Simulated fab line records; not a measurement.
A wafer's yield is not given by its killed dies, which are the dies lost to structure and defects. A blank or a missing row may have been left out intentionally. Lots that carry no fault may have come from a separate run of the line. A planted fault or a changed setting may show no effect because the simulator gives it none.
Which of the tools did it? | flow n5 finfet | 20 wafers from 7 lots sampled at 8 of the route's 1938 steps

== WHAT THE GAUGES SHOWED, per wafer ==
N5_BEOL_M9_OCD_MEAS_38. Usual: trench depth nm at 151.8 nm, with a standard deviation of 2.3.
lot  | measured     | on     | trench depth nm (nm) | flag
L598 | day 11 15:49 | ocd-01 | 152.3 152.8 153.2    |
L602 | day 13 02:36 | ocd-02 | 148.4 151.0 145.7    |
L606 | day 14 07:58 | ocd-01 | 128.4 127.1 149.3    | OFF
L614 | day 16 00:46 | ocd-01 | 154.4 157.8 152.5    |
L612 | day 16 04:35 | ocd-01 | 149.0 130.6          | OFF
L616 | day 16 18:11 | ocd-02 | 152.8 153.4 151.1    |
L617 | day 17 06:46 | ocd-02 | 154.8 150.2 149.9    |

N5_BEOL_M9_THK_MEAS_53: measures by xrf. Usual: M9_THK 140.1 nm, standard deviation 2.7.
lot  | measured     | on            | M9_THK (nm)       | flag
L598 | day 11 18:41 | film metro-02 | 139.4 141.9 140.6 |
L602 | day 13 05:25 | film metro-02 | 137.1 140.2 133.7 |
L606 | day 14 11:38 | film metro-01 | 115.9 115.3 136.9 | OFF
L614 | day 16 03:22 | film metro-02 | 144.8 144.1 140.5 |
L612 | day 16 06:40 | film metro-02 | 135.3 116.0       | OFF
L616 | day 16 20:32 | film metro-02 | 142.3 142.8 139.8 |
L617 | day 17 09:41 | film metro-02 | 142.0 138.4 139.1 |

N5_BEOL_M9_RS_MEAS_57: the measuring method here is four-point-probe. Usual: M9_RS 0.150 ohm/sq, standard deviation 0.0032.
lot  | measured     | on            | M9_RS (ohm/sq)    | flag
L598 | day 11 18:50 | film metro-01 | 0.150 0.148 0.150 |
L602 | day 13 05:33 | film metro-02 | 0.155 0.152 0.159 |
L606 | day 14 11:46 | film metro-02 | 0.185 0.186 0.154 | OFF
L614 | day 16 03:31 | film metro-02 | 0.146 0.146 0.151 |
L612 | day 16 06:49 | film metro-02 | 0.155 0.185       | OFF
L616 | day 16 20:40 | film metro-01 | 0.148 0.148 0.151 |
L617 | day 17 09:52 | film metro-01 | 0.147 0.151 0.151 |

N5_BEOL_M15_RC_MEAS_101. Usual: COMB_M10 1.5e-11 S/m, standard deviation 3.7e-12; COMB_M11 1.4e-11 S/m, standard deviation 3e-12; COMB_M11_max_site 2.1e-11 S/m, standard deviation 5.2e-12; COMB_M12 6.2e-12 S/m, standard deviation 1.4e-12; COMB_M13 5e-12 S/m, standard deviation 1.1e-12; COMB_M13_max_site 7.1e-12 S/m, standard deviation 1.7e-12; COMB_M14 3.6e-12 S/m, standard deviation 8.2e-13; COMB_M15 2.7e-12 S/m, standard deviation 7.1e-13; COMB_M5 3.9e-11 S/m, standard deviation 8.6e-12; COMB_M6 2.5e-11 S/m, standard deviation 5.7e-12; COMB_M7 2.6e-11 S/m, standard deviation 5.5e-12; COMB_M8 2.6e-11 S/m, standard deviation 5.4e-12; SERP_M10 3.11 ohm/um, standard deviation 0.083; SERP_M11 3.07 ohm/um, standard deviation 0.073; SERP_M12 0.643 ohm/um, standard deviation 0.02; SERP_M13 0.310 ohm/um, standard deviation 0.0051; SERP_M14 0.163 ohm/um, standard deviation 0.0032; SERP_M5 38.7 ohm/um, standard deviation 1.9; SERP_M6 14.0 ohm/um, standard deviation 0.66; SERP_M7 13.8 ohm/um, standard deviation 0.55; SERP_M8 14.3 ohm/um, standard deviation 0.52; SERP_M9 3.05 ohm/um, standard deviation 0.079; SERP_M9_max_site 3.15 ohm/um, standard deviation 0.089.
lot  | measured     | on        | COMB_M10 (S/m)          | COMB_M11 (S/m)          | COMB_M11_max_site (S/m) | COMB_M12 (S/m)          | COMB_M13 (S/m)          | COMB_M13_max_site (S/m) | COMB_M14 (S/m)          | COMB_M15 (S/m)          | COMB_M5 (S/m)           | COMB_M6 (S/m)           | COMB_M7 (S/m)           | COMB_M8 (S/m)           | SERP_M10 (ohm/um) | SERP_M11 (ohm/um) | SERP_M12 (ohm/um) | SERP_M13 (ohm/um) | SERP_M14 (ohm/um) | SERP_M5 (ohm/um) | SERP_M6 (ohm/um) | SERP_M7 (ohm/um) | SERP_M8 (ohm/um) | SERP_M9 (ohm/um) | SERP_M9_max_site (ohm/um) | flag
L598 | day 13 06:10 | prober-01 | 1.6e-11 1.4e-11 2e-11   | 1.6e-11 1.3e-11 1.5e-11 | 2e-11 1.8e-11 2.8e-11   | 5.8e-12 7.5e-12 8.4e-12 | 4.3e-12 6.7e-12 4.4e-12 | 6.2e-12 8.4e-12 7.3e-12 | 3.2e-12 3.4e-12 3.2e-12 | 4e-12 3.8e-12 3.2e-12   | 2.8e-11 5.1e-11 4.4e-11 | 2.1e-11 2.4e-11 2.2e-11 | 2.9e-11 2.8e-11 2.3e-11 | 2.5e-11 3.7e-11 3.2e-11 | 3.20 3.13 2.92    | 2.99 3.03 3.09    | 0.677 0.666 0.632 | 0.313 0.305 0.312 | 0.168 0.168 0.169 | 38.1 41.3 40.0   | 13.2 13.6 13.4   | 13.6 13.7 13.3   | 14.5 14.4 14.4   | 2.99 2.95 3.02   | 3.18 3.11 3.09            |
L602 | day 14 22:18 | prober-02 | 2.1e-11 1.6e-11 1.6e-11 | 9e-12 1e-11 1.4e-11     | 1.4e-11 1.4e-11 1.8e-11 | 5.3e-12 4.7e-12 4.8e-12 | 5.5e-12 3.6e-12 4.8e-12 | 7.6e-12 4.6e-12 6.9e-12 | 2.2e-12 3.6e-12 4.2e-12 | 1.8e-12 1.6e-12 2.7e-12 | 3e-11 3.8e-11 2.8e-11   | 2.4e-11 2.6e-11 1.4e-11 | 1.8e-11 2e-11 1.7e-11   | 2.8e-11 3.2e-11 3.5e-11 | 3.12 3.29 3.01    | 3.01 2.94 2.89    | 0.669 0.644 0.636 | 0.321 0.310 0.305 | 0.165 0.163 0.165 | 35.4 34.5 36.8   | 14.6 15.7 14.5   | 13.3 13.8 13.1   | 13.1 13.9 13.6   | 3.14 3.05 3.29   | 3.23 3.23 3.43            |
L606 | day 16 04:53 | prober-01 | 1.8e-11 2.2e-11 2.2e-11 | 1.8e-11 1.4e-11 1.7e-11 | 2.5e-11 1.9e-11 2.7e-11 | 6.5e-12 6.9e-12 8.2e-12 | 4.5e-12 5.3e-12 6.5e-12 | 8.4e-12 9e-12 7.9e-12   | 4.9e-12 4.2e-12 3.9e-12 | 3.4e-12 3e-12 3.4e-12   | 3.1e-11 2.9e-11 2.5e-11 | 2.5e-11 3e-11 3.4e-11   | 2.8e-11 2.4e-11 2e-11   | 3.4e-11 2.7e-11 2.1e-11 | 3.16 3.27 3.28    | 3.07 3.08 3.02    | 0.623 0.653 0.659 | 0.310 0.305 0.307 | 0.163 0.163 0.166 | 41.6 40.2 41.6   | 13.9 15.3 14.2   | 13.6 13.0 13.1   | 14.9 14.2 13.9   | 3.76 3.83 3.10   | 3.83 3.85 3.23            | OFF
L614 | day 17 19:36 | prober-02 | 1.3e-11 1.4e-11 1e-11   | 1.3e-11 1.7e-11 1.2e-11 | 1.6e-11 2.6e-11 1.9e-11 | 4.9e-12 3.6e-12 4.3e-12 | 4.5e-12 3.9e-12 2.8e-12 | 6.5e-12 4.7e-12 4.2e-12 | 1.8e-12 4.5e-12 2.5e-12 | 2.8e-12 3.1e-12 2.4e-12 | 3.1e-11 4.5e-11 4.5e-11 | 2.6e-11 2.3e-11 2.7e-11 | 2.8e-11 2.9e-11 3.1e-11 | 2.5e-11 2.8e-11 2e-11   | 3.16 3.07 3.17    | 3.02 3.06 3.04    | 0.644 0.654 0.657 | 0.311 0.308 0.311 | 0.165 0.165 0.159 | 37.5 36.2 37.6   | 14.2 14.5 14.0   | 14.2 13.6 13.1   | 14.5 13.9 14.3   | 2.96 2.94 3.14   | 3.06 3.06 3.25            |
L612 | day 18 05:35 | prober-02 | 1e-11 9e-12             | 1.3e-11 1.3e-11         | 1.6e-11 1.9e-11         | 4.9e-12 4.4e-12         | 6.8e-12 5.8e-12         | 9.4e-12 8.3e-12         | 2.6e-12 3.6e-12         | 1.9e-12 1.9e-12         | 4.8e-11 5e-11           | 3e-11 3e-11             | 2.2e-11 3.2e-11         | 2.1e-11 2.8e-11         | 3.07 3.30         | 3.05 3.14         | 0.636 0.659       | 0.318 0.309       | 0.160 0.160       | 37.1 41.0        | 14.6 14.0        | 13.6 13.9        | 15.3 14.5        | 3.09 3.59        | 3.17 3.91                 | OFF
L616 | day 18 16:00 | prober-02 | 1.1e-11 1e-11 1e-11     | 1.4e-11 1.7e-11 1.2e-11 | 2e-11 2.6e-11 1.7e-11   | 4.5e-12 4.8e-12 4.5e-12 | 3.3e-12 3e-12 4.5e-12   | 6.3e-12 6.1e-12 7.4e-12 | 4.2e-12 3.5e-12 3.1e-12 | 2.2e-12 3.2e-12 4.2e-12 | 2.5e-11 3.3e-11 4.1e-11 | 2.4e-11 1.8e-11 1.7e-11 | 2.1e-11 2.7e-11 2.7e-11 | 1.6e-11 2.2e-11 2.2e-11 | 3.04 3.10 3.08    | 3.04 3.10 3.03    | 0.664 0.644 0.635 | 0.311 0.303 0.313 | 0.165 0.160 0.166 | 38.7 38.2 39.6   | 14.0 14.4 14.5   | 13.8 13.5 13.1   | 13.9 14.4 13.8   | 2.99 3.04 3.06   | 3.03 3.16 3.17            |
L617 | day 18 23:42 | prober-02 | 1.3e-11 1.5e-11 1.5e-11 | 1.1e-11 1.1e-11 1.6e-11 | 1.4e-11 1.6e-11 3.2e-11 | 4.4e-12 5.5e-12 6.9e-12 | 4.1e-12 4.5e-12 4.6e-12 | 4.9e-12 6.9e-12 6.1e-12 | 2.5e-12 3e-12 3.9e-12   | 1.1e-12 2.3e-12 2.6e-12 | 4.4e-11 5.5e-11 3.9e-11 | 1.9e-11 2e-11 2.8e-11   | 1.6e-11 2.4e-11 2.4e-11 | 2.7e-11 2.2e-11 2.5e-11 | 3.10 3.05 2.92    | 2.96 3.04 2.96    | 0.630 0.661 0.653 | 0.311 0.302 0.300 | 0.161 0.165 0.155 | 38.2 37.4 38.7   | 13.4 14.6 13.4   | 12.2 13.5 12.5   | 13.9 14.5 14.2   | 3.00 3.14 3.09   | 3.12 3.28 3.14            |

== TOOL THAT RAN EACH LOT (tool first, then ch and the chambers of the sampled wafers, then the start) ==
lot  | N5_BEOL_M9_ETCH_66                 | N5_BEOL_M9_TRENCH_ETCH_37          | N5_BEOL_M9_STRIP_80                           | N5_BEOL_M9_PRE_CLEAN_45
L598 | rie diel-06 ch 0,1, day 11 15:26   | rie diel-06 ch 0,1, day 11 15:38   | rie diel-06 ch 0,1, day 11 15:49 or earlier   | pvd sputter-01, day 11 16:40
L602 | rie diel-06 ch 0,2,3, day 13 02:13 | rie diel-06 ch 0,2,3, day 13 02:25 | rie diel-06 ch 0,2,3, day 13 02:36 or earlier | pvd sputter-02, day 13 03:15
L606 | rie diel-06 ch 1,3, day 14 07:35   | rie diel-06 ch 1,3, day 14 07:47   | rie diel-06 ch 1,3, day 14 07:58 or earlier   | pvd sputter-01, day 14 09:56
L614 | rie diel-02 ch 0,1,2, day 16 00:23 | rie diel-02 ch 0,1,2, day 16 00:35 | rie diel-02 ch 0,1,2, day 16 00:46 or earlier | pvd sputter-03, day 16 01:37
L612 | rie diel-06 ch 0,2, day 16 04:13   | rie diel-06 ch 0,2, day 16 04:25   | rie diel-06 ch 0,2, day 16 04:35 or earlier   | pvd sputter-02, day 16 05:14
L616 | rie diel-05 ch 0,1, day 16 17:49   | rie diel-05 ch 0,1, day 16 18:01   | rie diel-05 ch 0,1, day 16 18:11 or earlier   | pvd sputter-03, day 16 19:01
L617 | rie diel-02 ch 0,1, day 17 06:23   | rie diel-02 ch 0,1, day 17 06:35   | rie diel-02 ch 0,1, day 17 06:46 or earlier   | pvd sputter-03, day 17 07:19
- N5_BEOL_M9_ETCH_66: etches SOC in N2/H2, target depth 80 nm, overetch 16 nm, time 120 s.
- N5_BEOL_M9_TRENCH_ETCH_37: etches SiCOH lowk in C4F6/O2, target depth 151.43 nm, time 49 s.
- N5_BEOL_M9_STRIP_80: strips in N2/H2, time 10 s.
- N5_BEOL_M9_PRE_CLEAN_45: time 30 s.

== WHAT THE TOOLS THEMSELVES READ (means of the sampled wafers that have a number; where no wafer has one, the mark that the record gives instead) ==
N5_BEOL_M9_ETCH_66. Usual: drypump motor current A 5.9 A, standard deviation 0.45; oes product au 0.62 a.u., standard deviation 0.069; rf vpp V 523.8 V, standard deviation 3; showerhead plenum p Torr 2.54 Torr, standard deviation 0.11; throttle valve pct 17.93 %, standard deviation 0.29.
lot  | tool        | drypump motor current A (A) | oes product au (a.u.) | rf vpp V (V) | showerhead plenum p Torr (Torr) | throttle valve pct (%) | flag
L598 | rie diel-06 | 5.7                         | 0.57                  | 520.4        | 2.40                            | 18.10                  |
L602 | rie diel-06 | 5.8                         | 0.58                  | 521.9        | 2.44                            | 18.02                  |
L606 | rie diel-06 | 6.2                         | 0.54                  | 520.4        | 2.43                            | 18.10                  |
L614 | rie diel-02 | 6.0                         | 0.62                  | 524.0        | 2.57                            | 17.69                  |
L612 | rie diel-06 | 5.7                         | 0.59                  | 522.2        | 2.46                            | 18.05                  |
L616 | rie diel-05 | 5.7                         | 0.68                  | 524.6        | 2.55                            | 17.74                  |
L617 | rie diel-02 | 6.4                         | 0.63                  | 527.2        | 2.65                            | 17.70                  |

N5_BEOL_M9_TRENCH_ETCH_37. Usual: drypump motor current A 5.9 A, standard deviation 0.45; oes_o_777_au 0.81 a.u., standard deviation 0.082; oes product au 0.81 a.u., standard deviation 0.093; rf vpp V 671 V, standard deviation 12; showerhead plenum p Torr 2.84 Torr, standard deviation 0.11; throttle valve pct 21.0 %, standard deviation 0.32.
lot  | tool        | drypump motor current A (A) | oes_o_777_au (a.u.) | oes product au (a.u.) | rf vpp V (V) | showerhead plenum p Torr (Torr) | throttle valve pct (%) | flag
L598 | rie diel-06 | 5.7                         | 0.76                | 0.75                  | 661          | 2.69                            | 21.2                   |
L602 | rie diel-06 | 5.7                         | 0.76                | 0.76                  | 674          | 2.73                            | 21.2                   |
L606 | rie diel-06 | 6.2                         | 0.70                | 0.65                  | 678          | 2.74                            | 21.3                   |
L614 | rie diel-02 | 6.0                         | 0.81                | 0.82                  | 679          | 2.88                            | 20.8                   |
L612 | rie diel-06 | 5.7                         | 0.79                | 0.75                  | 668          | 2.73                            | 21.1                   |
L616 | rie diel-05 | 5.7                         | 0.87                | 0.90                  | 668          | 2.87                            | 20.8                   |
L617 | rie diel-02 | 6.4                         | 0.83                | 0.82                  | 679          | 2.95                            | 20.7                   |

N5_BEOL_M9_STRIP_80. Usual: drypump motor current A 5.9 A, standard deviation 0.45; oes product au 0.81 a.u., standard deviation 0.094; rf vpp V 59.1 V, standard deviation 0.98; showerhead plenum p Torr 2.53 Torr, standard deviation 0.11; throttle valve pct 23.80 %, standard deviation 0.26.
lot  | tool        | drypump motor current A (A) | oes product au (a.u.) | rf vpp V (V) | showerhead plenum p Torr (Torr) | throttle valve pct (%) | flag
L598 | rie diel-06 | 5.7                         | 0.74                  | 59.3         | 2.40                            | 23.90                  |
L602 | rie diel-06 | 5.8                         | 0.76                  | 59.4         | 2.43                            | 23.83                  |
L606 | rie diel-06 | 6.2                         | 0.69                  | 59.3         | 2.42                            | 23.85                  |
L614 | rie diel-02 | 6.0                         | 0.81                  | 59.6         | 2.57                            | 23.58                  |
L612 | rie diel-06 | 5.7                         | 0.78                  | 59.1         | 2.44                            | 23.87                  |
L616 | rie diel-05 | 5.7                         | 0.89                  | 59.2         | 2.55                            | 23.80                  |
L617 | rie diel-02 | 6.4                         | 0.82                  | 59.3         | 2.65                            | 23.64                  |

N5_BEOL_M9_PRE_CLEAN_45. Usual: heater power w at 315 W, with a standard deviation of 36.
lot  | tool           | heater power w (W) | flag
L598 | pvd sputter-01 | 332                |
L602 | pvd sputter-02 | 334                |
L606 | pvd sputter-01 | 338                |
L614 | pvd sputter-03 | 275                |
L612 | pvd sputter-02 | 303                |
L616 | pvd sputter-03 | 296                |
L617 | pvd sputter-03 | 327                |

== THE ANSWER, worked out from the rows above alone ==
Rule: a lot is off if the mean of its wafers that have a number lies more than 3 standard deviations from the usual mean. Also off: a lot with no number at a reading for which 4 or more lots have one. Any other lot the step has rows for is counted as sound. First the gauges in route order, then the tools' own readings, where a lot's mean is used as printed above. At the first step where some lot is off, the reading lying furthest off is the one used; lots without a number count as furthest.
Off: L606, L612 (N5_BEOL_M9_OCD_MEAS_38, trench depth nm).
A tool fits if, at a process step before that reading, it ran every lot that is off, and no sound lot after the first of them. Not tried: the gauges at N5_BEOL_M9_OCD_MEAS_38; whatever is off there is also off at N5_BEOL_M9_THK_MEAS_53, on other tools, and gauge error can't account for it. N5_BEOL_M9_STRIP_80: start missing for some lots; hours and lot order therefore follow N5_BEOL_M9_OCD_MEAS_38. One fits: N5_BEOL_M9_ETCH_66 and N5_BEOL_M9_TRENCH_ETCH_37 and N5_BEOL_M9_STRIP_80 on rie diel-06. At N5_BEOL_M9_ETCH_66 its last sound lot is L602 (day 13 02:13), its first lot that is off L606 (day 14 07:35): a fault that began between those two fits.

== WHAT THE SIMULATOR HAD INSERTED ==
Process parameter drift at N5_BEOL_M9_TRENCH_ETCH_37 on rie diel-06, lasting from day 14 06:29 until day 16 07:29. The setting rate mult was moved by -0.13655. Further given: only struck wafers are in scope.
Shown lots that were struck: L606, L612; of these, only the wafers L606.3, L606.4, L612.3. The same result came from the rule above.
